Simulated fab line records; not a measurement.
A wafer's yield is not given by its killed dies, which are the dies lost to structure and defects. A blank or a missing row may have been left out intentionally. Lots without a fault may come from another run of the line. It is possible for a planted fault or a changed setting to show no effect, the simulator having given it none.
The tool behind it: which one? || flow nand-harc || 12 lots, 36 wafers sampled, at 4 steps of a route of 1302

## WHAT THE GAUGES READ, wafer by wafer
Not one reading of a measure or inspect step in the record can be checked against a usual standard deviation.

## EACH LOT AND THE TOOL THAT RAN IT (in order: tool; ch and the chambers of the sampled wafers; start)
{"lot": "L977", "NHARC_A_CONTACT_ETCH_51": "rie-diel-05 ch 0,1,3, day 22 11:19 or earlier", "NHARC_A_CONTACT_ETCH_111": "har-cap-etch-01 ch 0,1, day 22 11:19", "NHARC_A_CONTACT_ETCH_118": "har-cap-etch-01 ch 0,1, day 22 12:32", "NHARC_A_CONTACT_ETCH_121": "har-cap-etch-01 ch 0,1, day 22 13:03"}
{"lot": "L981", "NHARC_A_CONTACT_ETCH_51": "rie-diel-01 ch 0,2,3, day 23 20:26 or earlier", "NHARC_A_CONTACT_ETCH_111": "har-cap-etch-01 ch 0,1, day 23 20:26", "NHARC_A_CONTACT_ETCH_118": "har-cap-etch-01 ch 0,1, day 23 21:39", "NHARC_A_CONTACT_ETCH_121": "har-cap-etch-01 ch 0,1, day 23 22:10"}
{"lot": "L982", "NHARC_A_CONTACT_ETCH_51": "rie-diel-10 ch 1,3, day 24 12:23 or earlier", "NHARC_A_CONTACT_ETCH_111": "har-cap-etch-01 ch 0,1, day 24 12:23", "NHARC_A_CONTACT_ETCH_118": "har-cap-etch-01 ch 0,1, day 24 13:36", "NHARC_A_CONTACT_ETCH_121": "har-cap-etch-01 ch 0,1, day 24 14:07"}
{"lot": "L988", "NHARC_A_CONTACT_ETCH_51": "rie-diel-05 ch 0,1, day 26 08:28 or earlier", "NHARC_A_CONTACT_ETCH_111": "har-cap-etch-03 ch 0,1, day 26 08:28", "NHARC_A_CONTACT_ETCH_118": "har-cap-etch-03 ch 0,1, day 26 09:41", "NHARC_A_CONTACT_ETCH_121": "har-cap-etch-03 ch 0,1, day 26 10:12"}
{"lot": "L989", "NHARC_A_CONTACT_ETCH_51": "rie-diel-05 ch 1,2,3, day 27 05:25 or earlier", "NHARC_A_CONTACT_ETCH_111": "har-cap-etch-01 ch 0,1, day 27 05:25", "NHARC_A_CONTACT_ETCH_118": "har-cap-etch-01 ch 0,1, day 27 06:40", "NHARC_A_CONTACT_ETCH_121": "har-cap-etch-01 ch 0,1, day 27 07:10"}
{"lot": "L991", "NHARC_A_CONTACT_ETCH_51": "rie-diel-05 ch 0,1,2, day 28 03:07 or earlier", "NHARC_A_CONTACT_ETCH_111": "har-cap-etch-01 ch 1, day 28 03:07", "NHARC_A_CONTACT_ETCH_118": "har-cap-etch-01 ch 1, day 28 04:20", "NHARC_A_CONTACT_ETCH_121": "har-cap-etch-01 ch 1, day 28 04:52"}
{"lot": "L992", "NHARC_A_CONTACT_ETCH_51": "rie-diel-05 ch 0,3, day 28 06:19 or earlier", "NHARC_A_CONTACT_ETCH_111": "har-cap-etch-03 ch 0,1, day 28 06:19", "NHARC_A_CONTACT_ETCH_118": "har-cap-etch-03 ch 0,1, day 28 07:32", "NHARC_A_CONTACT_ETCH_121": "har-cap-etch-03 ch 0,1, day 28 08:03"}
{"lot": "L994", "NHARC_A_CONTACT_ETCH_51": "rie-diel-05 ch 0,1, day 29 11:20 or earlier", "NHARC_A_CONTACT_ETCH_111": "har-cap-etch-03 ch 0,1, day 29 11:20", "NHARC_A_CONTACT_ETCH_118": "har-cap-etch-03 ch 0,1, day 29 12:33", "NHARC_A_CONTACT_ETCH_121": "har-cap-etch-03 ch 0,1, day 29 13:04"}
{"lot": "L995", "NHARC_A_CONTACT_ETCH_51": "rie-diel-05 ch 1,2, day 30 04:22 or earlier", "NHARC_A_CONTACT_ETCH_111": "har-cap-etch-03 ch 0,1, day 30 04:22", "NHARC_A_CONTACT_ETCH_118": "har-cap-etch-03 ch 0,1, day 30 05:35", "NHARC_A_CONTACT_ETCH_121": "har-cap-etch-03 ch 0,1, day 30 06:05"}
{"lot": "L996", "NHARC_A_CONTACT_ETCH_51": "rie-diel-05 ch 0,2,3, day 30 05:32 or earlier", "NHARC_A_CONTACT_ETCH_111": "har-cap-etch-01 ch 0,1, day 30 05:32", "NHARC_A_CONTACT_ETCH_118": "har-cap-etch-01 ch 0,1, day 30 06:45", "NHARC_A_CONTACT_ETCH_121": "har-cap-etch-01 ch 0,1, day 30 07:16"}
{"lot": "L997", "NHARC_A_CONTACT_ETCH_51": "rie-diel-01 ch 0,1,2, day 30 16:18 or earlier", "NHARC_A_CONTACT_ETCH_111": "har-cap-etch-01 ch 1, day 30 16:18", "NHARC_A_CONTACT_ETCH_118": "har-cap-etch-01 ch 1, day 30 17:31", "NHARC_A_CONTACT_ETCH_121": "har-cap-etch-01 ch 1, day 30 18:02"}
{"lot": "L998", "NHARC_A_CONTACT_ETCH_51": "rie-diel-05 ch 1,2, day 30 22:35 or earlier", "NHARC_A_CONTACT_ETCH_111": "har-cap-etch-02 ch 0,1, day 30 22:35", "NHARC_A_CONTACT_ETCH_118": "har-cap-etch-02 ch 0,1, day 30 23:49", "NHARC_A_CONTACT_ETCH_121": "har-cap-etch-02 ch 0,1, day 31 00:19"}
- NHARC_A_CONTACT_ETCH_51: etches the open film in O2/COS, target depth 7000 nm, time 1820 s.
- NHARC_A_CONTACT_ETCH_111: etches the open film in C4F8/O2/Ar, time 140 s, target depth 700 nm.
- NHARC_A_CONTACT_ETCH_118: etches the open film in C4F8/O2/Ar, time 190 s, target depth 1850 nm.
- NHARC_A_CONTACT_ETCH_121: etches the open film in C4F8/O2/Ar, time 190 s, target depth 1850 nm.

## WHAT THE TOOLS THEMSELVES READ (means of the sampled wafers that have a number; where no wafer has one, the mark that the record gives instead)
NHARC_A_CONTACT_ETCH_51. Usual: for chamber-pressure-mTorr, 20.001 mTorr with a standard deviation of 0.018; for drypump-motor-current-A, 5.80 A with a standard deviation of 0.3; for mfc-ar-sccm, 0.002 sccm with a standard deviation of 0.0074; for oes-product-au, 1.001 a.u. with a standard deviation of 0.014; for rf-vpp-V, 314.7 V with a standard deviation of 1.8; for showerhead-plenum-p-Torr, 3.16 Torr with a standard deviation of 0.11; for throttle-valve-pct, 28.329 % with a standard deviation of 0.0083.
{"lot": "L977", "tool": "rie-diel-05", "chamber-pressure-mTorr (mTorr)": 20.010, "drypump-motor-current-A (A)": 5.80, "mfc-ar-sccm (sccm)": 0.000, "oes-product-au (a.u.)": 1.001, "rf-vpp-V (V)": 314.6, "showerhead-plenum-p-Torr (Torr)": 3.18, "throttle-valve-pct (%)": 28.327, "flag": ""}
{"lot": "L981", "tool": "rie-diel-01", "chamber-pressure-mTorr (mTorr)": 20.018, "drypump-motor-current-A (A)": 5.43, "mfc-ar-sccm (sccm)": 0.010, "oes-product-au (a.u.)": 1.000, "rf-vpp-V (V)": 315.2, "showerhead-plenum-p-Torr (Torr)": 3.23, "throttle-valve-pct (%)": 28.336, "flag": ""}
{"lot": "L982", "tool": "rie-diel-10", "chamber-pressure-mTorr (mTorr)": 20.023, "drypump-motor-current-A (A)": 5.82, "mfc-ar-sccm (sccm)": 0.000, "oes-product-au (a.u.)": 1.015, "rf-vpp-V (V)": 313.9, "showerhead-plenum-p-Torr (Torr)": 3.15, "throttle-valve-pct (%)": 28.325, "flag": ""}
{"lot": "L988", "tool": "rie-diel-05", "chamber-pressure-mTorr (mTorr)": 20.005, "drypump-motor-current-A (A)": 5.80, "mfc-ar-sccm (sccm)": 0.000, "oes-product-au (a.u.)": 0.992, "rf-vpp-V (V)": 314.6, "showerhead-plenum-p-Torr (Torr)": 3.14, "throttle-valve-pct (%)": 28.327, "flag": ""}
{"lot": "L989", "tool": "rie-diel-05", "chamber-pressure-mTorr (mTorr)": 20.006, "drypump-motor-current-A (A)": 5.90, "mfc-ar-sccm (sccm)": 0.000, "oes-product-au (a.u.)": 0.990, "rf-vpp-V (V)": 314.6, "showerhead-plenum-p-Torr (Torr)": 3.12, "throttle-valve-pct (%)": 28.341, "flag": ""}
{"lot": "L991", "tool": "rie-diel-05", "chamber-pressure-mTorr (mTorr)": 20.027, "drypump-motor-current-A (A)": 5.94, "mfc-ar-sccm (sccm)": 0.000, "oes-product-au (a.u.)": 0.987, "rf-vpp-V (V)": 313.8, "showerhead-plenum-p-Torr (Torr)": 3.08, "throttle-valve-pct (%)": 28.328, "flag": ""}
{"lot": "L992", "tool": "rie-diel-05", "chamber-pressure-mTorr (mTorr)": 20.010, "drypump-motor-current-A (A)": 5.70, "mfc-ar-sccm (sccm)": 0.000, "oes-product-au (a.u.)": 0.996, "rf-vpp-V (V)": 315.1, "showerhead-plenum-p-Torr (Torr)": 3.16, "throttle-valve-pct (%)": 28.323, "flag": ""}
{"lot": "L994", "tool": "rie-diel-05", "chamber-pressure-mTorr (mTorr)": 20.000, "drypump-motor-current-A (A)": 5.89, "mfc-ar-sccm (sccm)": 0.000, "oes-product-au (a.u.)": 0.980, "rf-vpp-V (V)": 314.6, "showerhead-plenum-p-Torr (Torr)": 3.14, "throttle-valve-pct (%)": 28.342, "flag": ""}
{"lot": "L995", "tool": "rie-diel-05", "chamber-pressure-mTorr (mTorr)": 19.994, "drypump-motor-current-A (A)": 6.00, "mfc-ar-sccm (sccm)": 0.000, "oes-product-au (a.u.)": 0.998, "rf-vpp-V (V)": 314.1, "showerhead-plenum-p-Torr (Torr)": 3.09, "throttle-valve-pct (%)": 28.329, "flag": ""}
{"lot": "L996", "tool": "rie-diel-05", "chamber-pressure-mTorr (mTorr)": 19.983, "drypump-motor-current-A (A)": 5.84, "mfc-ar-sccm (sccm)": 0.000, "oes-product-au (a.u.)": 1.000, "rf-vpp-V (V)": 314.4, "showerhead-plenum-p-Torr (Torr)": 3.10, "throttle-valve-pct (%)": 28.345, "flag": ""}
{"lot": "L997", "tool": "rie-diel-01", "chamber-pressure-mTorr (mTorr)": 19.983, "drypump-motor-current-A (A)": 5.57, "mfc-ar-sccm (sccm)": 0.009, "oes-product-au (a.u.)": 1.008, "rf-vpp-V (V)": 313.8, "showerhead-plenum-p-Torr (Torr)": 3.13, "throttle-valve-pct (%)": 28.324, "flag": ""}
{"lot": "L998", "tool": "rie-diel-05", "chamber-pressure-mTorr (mTorr)": 20.005, "drypump-motor-current-A (A)": 6.03, "mfc-ar-sccm (sccm)": 0.000, "oes-product-au (a.u.)": 0.987, "rf-vpp-V (V)": 314.3, "showerhead-plenum-p-Torr (Torr)": 3.09, "throttle-valve-pct (%)": 28.325, "flag": ""}

NHARC_A_CONTACT_ETCH_111. Usual: chamber-pressure-mTorr 20.000 mTorr, standard deviation 0.019.
{"lot": "L977", "tool": "har-cap-etch-01", "chamber-pressure-mTorr (mTorr)": 19.990, "flag": ""}
{"lot": "L981", "tool": "har-cap-etch-01", "chamber-pressure-mTorr (mTorr)": 19.998, "flag": ""}
{"lot": "L982", "tool": "har-cap-etch-01", "chamber-pressure-mTorr (mTorr)": 20.005, "flag": ""}
{"lot": "L988", "tool": "har-cap-etch-03", "chamber-pressure-mTorr (mTorr)": 20.020, "flag": ""}
{"lot": "L989", "tool": "har-cap-etch-01", "chamber-pressure-mTorr (mTorr)": 20.000, "flag": ""}
{"lot": "L991", "tool": "har-cap-etch-01", "chamber-pressure-mTorr (mTorr)": 20.004, "flag": ""}
{"lot": "L992", "tool": "har-cap-etch-03", "chamber-pressure-mTorr (mTorr)": 19.977, "flag": ""}
{"lot": "L994", "tool": "har-cap-etch-03", "chamber-pressure-mTorr (mTorr)": 19.978, "flag": ""}
{"lot": "L995", "tool": "har-cap-etch-03", "chamber-pressure-mTorr (mTorr)": 20.013, "flag": ""}
{"lot": "L996", "tool": "har-cap-etch-01", "chamber-pressure-mTorr (mTorr)": 20.005, "flag": ""}
{"lot": "L997", "tool": "har-cap-etch-01", "chamber-pressure-mTorr (mTorr)": 19.996, "flag": ""}
{"lot": "L998", "tool": "har-cap-etch-02", "chamber-pressure-mTorr (mTorr)": 20.001, "flag": ""}

NHARC_A_CONTACT_ETCH_118. Usual: chamber-pressure-mTorr 20.004 mTorr, standard deviation 0.017.
{"lot": "L977", "tool": "har-cap-etch-01", "chamber-pressure-mTorr (mTorr)": 20.002, "flag": ""}
{"lot": "L981", "tool": "har-cap-etch-01", "chamber-pressure-mTorr (mTorr)": 16.022, "flag": "OFF"}
{"lot": "L982", "tool": "har-cap-etch-01", "chamber-pressure-mTorr (mTorr)": 16.002, "flag": "OFF"}
{"lot": "L988", "tool": "har-cap-etch-03", "chamber-pressure-mTorr (mTorr)": 20.009, "flag": ""}
{"lot": "L989", "tool": "har-cap-etch-01", "chamber-pressure-mTorr (mTorr)": 19.999, "flag": ""}
{"lot": "L991", "tool": "har-cap-etch-01", "chamber-pressure-mTorr (mTorr)": 19.985, "flag": ""}
{"lot": "L992", "tool": "har-cap-etch-03", "chamber-pressure-mTorr (mTorr)": 19.993, "flag": ""}
{"lot": "L994", "tool": "har-cap-etch-03", "chamber-pressure-mTorr (mTorr)": 20.016, "flag": ""}
{"lot": "L995", "tool": "har-cap-etch-03", "chamber-pressure-mTorr (mTorr)": 20.007, "flag": ""}
{"lot": "L996", "tool": "har-cap-etch-01", "chamber-pressure-mTorr (mTorr)": 20.006, "flag": ""}
{"lot": "L997", "tool": "har-cap-etch-01", "chamber-pressure-mTorr (mTorr)": 20.001, "flag": ""}
{"lot": "L998", "tool": "har-cap-etch-02", "chamber-pressure-mTorr (mTorr)": 20.004, "flag": ""}

NHARC_A_CONTACT_ETCH_121. Usual: chamber-pressure-mTorr 20.001 mTorr, standard deviation 0.019.
{"lot": "L977", "tool": "har-cap-etch-01", "chamber-pressure-mTorr (mTorr)": 20.002, "flag": ""}
{"lot": "L981", "tool": "har-cap-etch-01", "chamber-pressure-mTorr (mTorr)": 20.008, "flag": ""}
{"lot": "L982", "tool": "har-cap-etch-01", "chamber-pressure-mTorr (mTorr)": 19.994, "flag": ""}
{"lot": "L988", "tool": "har-cap-etch-03", "chamber-pressure-mTorr (mTorr)": 20.004, "flag": ""}
{"lot": "L989", "tool": "har-cap-etch-01", "chamber-pressure-mTorr (mTorr)": 19.991, "flag": ""}
{"lot": "L991", "tool": "har-cap-etch-01", "chamber-pressure-mTorr (mTorr)": 19.998, "flag": ""}
{"lot": "L992", "tool": "har-cap-etch-03", "chamber-pressure-mTorr (mTorr)": 19.995, "flag": ""}
{"lot": "L994", "tool": "har-cap-etch-03", "chamber-pressure-mTorr (mTorr)": 20.009, "flag": ""}
{"lot": "L995", "tool": "har-cap-etch-03", "chamber-pressure-mTorr (mTorr)": 20.002, "flag": ""}
{"lot": "L996", "tool": "har-cap-etch-01", "chamber-pressure-mTorr (mTorr)": 19.992, "flag": ""}
{"lot": "L997", "tool": "har-cap-etch-01", "chamber-pressure-mTorr (mTorr)": 20.006, "flag": ""}
{"lot": "L998", "tool": "har-cap-etch-02", "chamber-pressure-mTorr (mTorr)": 19.996, "flag": ""}

## THE ANSWER, worked out from the rows above alone
Rule: a lot counts as off when the mean over its wafers that have a number is more than 3 standard deviations away from the usual mean. Also off: a lot with no number at a reading for which 4 or more lots have one. The other lots that the step has rows for count as sound. Order of review: gauges by route order, followed by the tools' own readings, for which a lot's mean as printed above is used. At the first step where some lot is off, the reading lying furthest off is the one used; lots without a number count as furthest.
Off: L981, L982 (NHARC_A_CONTACT_ETCH_118, chamber-pressure-mTorr).
If a tool, at that step or one of the process steps before it, ran each lot that is off and ran no sound lot following the first of them, it fits. Because NHARC_A_CONTACT_ETCH_51 lacks a start for some lots, the hours and order of its lots are taken from NHARC_A_CONTACT_ETCH_111. Not one of the candidates tried fits.

## WHAT WAS PUT IN BY THE SIMULATOR
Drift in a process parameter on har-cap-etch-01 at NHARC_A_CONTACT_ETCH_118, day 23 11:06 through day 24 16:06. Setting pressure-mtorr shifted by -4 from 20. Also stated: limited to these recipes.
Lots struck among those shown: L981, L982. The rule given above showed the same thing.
